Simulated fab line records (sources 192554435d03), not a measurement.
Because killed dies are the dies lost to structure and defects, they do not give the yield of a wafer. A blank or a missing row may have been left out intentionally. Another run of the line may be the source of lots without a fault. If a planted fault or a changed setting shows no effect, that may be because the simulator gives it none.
Which of the tools did it? || flow n5_finfet || Sampling: 11 lots, 29 wafers, 5 of 1938 route steps

WHAT THE GAUGES READ, wafer by wafer
N5_BEOL_M10_INSPECT_58: inspects for defects (darkfield).
{"lot": "L193", "measured": "day 10 00:38", "on": "defect_inspect-01", "raw_defect_count": "66 130 145"}
{"lot": "L194", "measured": "day 10 05:15", "on": "defect_inspect-01", "raw_defect_count": "72 81 99"}
{"lot": "L195", "measured": "day 10 18:32", "on": "defect_inspect-01", "raw_defect_count": "63 102 74"}
{"lot": "L199", "measured": "day 11 08:46", "on": "defect_inspect-01", "raw_defect_count": "76 62"}
{"lot": "L202", "measured": "day 12 04:17", "on": "defect_inspect-01", "raw_defect_count": "62 102"}
{"lot": "L210", "measured": "day 14 12:39", "on": "defect_inspect-01", "raw_defect_count": "52 53"}
{"lot": "L211", "measured": "day 14 17:59", "on": "defect_inspect-02", "raw_defect_count": "78 28"}
{"lot": "L213", "measured": "day 15 05:01", "on": "defect_inspect-01", "raw_defect_count": "140 97 130"}
{"lot": "L214", "measured": "day 15 08:08", "on": "defect_inspect-02", "raw_defect_count": "84 67 80"}
{"lot": "L216", "measured": "day 15 18:11", "on": "defect_inspect-02", "raw_defect_count": "72 68 91"}
{"lot": "L215", "measured": "day 15 21:37", "on": "defect_inspect-02", "raw_defect_count": "83 97 103"}

WHICH TOOL RAN EACH LOT (tool, then ch and the chambers of the sampled wafers, then the start)
{"lot": "L193", "N5_BEOL_M10_ETCH_41": "rie_diel-04 ch 0,1,3, day 9 23:45 or earlier", "N5_BEOL_M10_STRIP_77": "rie_diel-04 ch 0,1,3, day 9 23:45 or earlier", "N5_BEOL_M10_ECD_50": "ecd_cu-01 ch 0,1, day 9 23:45", "N5_BEOL_M10_CMP_52": "cmp-02 ch 0,1,2, day 10 00:10"}
{"lot": "L194", "N5_BEOL_M10_ETCH_41": "rie_diel-01 ch 0,1,3, day 10 03:53 or earlier", "N5_BEOL_M10_STRIP_77": "rie_diel-01 ch 0,1,3, day 10 03:53 or earlier", "N5_BEOL_M10_ECD_50": "ecd_cu-02 ch 0,1, day 10 03:53", "N5_BEOL_M10_CMP_52": "cmp-03 ch 0,1,3, day 10 04:47"}
{"lot": "L195", "N5_BEOL_M10_ETCH_41": "rie_diel-02 ch 0,3, day 10 17:38 or earlier", "N5_BEOL_M10_STRIP_77": "rie_diel-02 ch 0,3, day 10 17:38 or earlier", "N5_BEOL_M10_ECD_50": "ecd_cu-02 ch 0,1, day 10 17:38", "N5_BEOL_M10_CMP_52": "cmp-02 ch 0,1,2, day 10 18:07"}
{"lot": "L199", "N5_BEOL_M10_ETCH_41": "rie_diel-02 ch 0,1, day 11 07:44 or earlier", "N5_BEOL_M10_STRIP_77": "rie_diel-02 ch 0,1, day 11 07:44 or earlier", "N5_BEOL_M10_ECD_50": "ecd_cu-01 ch 0,1, day 11 07:44", "N5_BEOL_M10_CMP_52": "cmp-03 ch 0,3, day 11 08:21"}
{"lot": "L202", "N5_BEOL_M10_ETCH_41": "rie_diel-02 ch 1,2, day 12 02:51 or earlier", "N5_BEOL_M10_STRIP_77": "rie_diel-02 ch 1,2, day 12 02:51 or earlier", "N5_BEOL_M10_ECD_50": "ecd_cu-01 ch 0,1, day 12 02:51", "N5_BEOL_M10_CMP_52": "cmp-01 ch 0,3, day 12 03:49"}
{"lot": "L210", "N5_BEOL_M10_ETCH_41": "rie_diel-01 ch 2,3, day 14 11:44 or earlier", "N5_BEOL_M10_STRIP_77": "rie_diel-01 ch 2,3, day 14 11:44 or earlier", "N5_BEOL_M10_ECD_50": "ecd_cu-02 ch 0,1, day 14 11:44", "N5_BEOL_M10_CMP_52": "cmp-03 ch 1,2, day 14 12:12"}
{"lot": "L211", "N5_BEOL_M10_ETCH_41": "rie_diel-01 ch 1,2, day 14 16:58 or earlier", "N5_BEOL_M10_STRIP_77": "rie_diel-01 ch 1,2, day 14 16:58 or earlier", "N5_BEOL_M10_ECD_50": "ecd_cu-02 ch 0,1, day 14 16:58", "N5_BEOL_M10_CMP_52": "cmp-01 ch 1,2, day 14 17:34"}
{"lot": "L213", "N5_BEOL_M10_ETCH_41": "rie_diel-01 ch 0,3, day 15 04:11 or earlier", "N5_BEOL_M10_STRIP_77": "rie_diel-01 ch 0,3, day 15 04:11 or earlier", "N5_BEOL_M10_ECD_50": "ecd_cu-01 ch 0,1, day 15 04:11", "N5_BEOL_M10_CMP_52": "cmp-03 ch 0,2,3, day 15 04:41"}
{"lot": "L214", "N5_BEOL_M10_ETCH_41": "rie_diel-02 ch 1,2,3, day 15 07:14 or earlier", "N5_BEOL_M10_STRIP_77": "rie_diel-02 ch 1,2,3, day 15 07:14 or earlier", "N5_BEOL_M10_ECD_50": "ecd_cu-01 ch 0,1, day 15 07:14", "N5_BEOL_M10_CMP_52": "cmp-01 ch 0,1,2, day 15 07:41"}
{"lot": "L216", "N5_BEOL_M10_ETCH_41": "rie_diel-01 ch 1,2,3, day 15 17:21 or earlier", "N5_BEOL_M10_STRIP_77": "rie_diel-01 ch 1,2,3, day 15 17:21 or earlier", "N5_BEOL_M10_ECD_50": "ecd_cu-02 ch 0,1, day 15 17:21", "N5_BEOL_M10_CMP_52": "cmp-02 ch 1,2,3, day 15 17:44"}
{"lot": "L215", "N5_BEOL_M10_ETCH_41": "rie_diel-02 ch 0,1,3, day 15 20:45 or earlier", "N5_BEOL_M10_STRIP_77": "rie_diel-02 ch 0,1,3, day 15 20:45 or earlier", "N5_BEOL_M10_ECD_50": "ecd_cu-01 ch 0,1, day 15 20:45", "N5_BEOL_M10_CMP_52": "cmp-03 ch 0,1,2, day 15 21:09"}
- N5_BEOL_M10_ETCH_41: etches SiCN in CH3F/O2, target depth 42.6 nm, time 86 s.
- N5_BEOL_M10_STRIP_77: strips in N2/H2, time 10 s.
- N5_BEOL_M10_ECD_50: material Cu, target thk 318 nm.
- N5_BEOL_M10_CMP_52: polishes, stops on SiCOH lowk, t overpolish 7 s, target thk 140 nm.

THE ANSWER, worked out from the rows above alone
Rule: what is usual is taken from the lots themselves. The widest of any qualifying gaps counts: lots, ordered by their means at a reading, are off when they make up no more than a third of the lots, leave a main group of 4 or more, and stand apart from it by 3 or more times the standard deviation of that group's means. A main group is skipped when, at the precision printed for the reading in the tables above, its means are all equal. A lot without any number at a reading at which 4 lots or more have one is off too. Any other lot the step has rows for is counted as sound.
No lot is off on any of the readings shown, so nothing can be concluded from this.

WHAT WAS PUT IN BY THE SIMULATOR
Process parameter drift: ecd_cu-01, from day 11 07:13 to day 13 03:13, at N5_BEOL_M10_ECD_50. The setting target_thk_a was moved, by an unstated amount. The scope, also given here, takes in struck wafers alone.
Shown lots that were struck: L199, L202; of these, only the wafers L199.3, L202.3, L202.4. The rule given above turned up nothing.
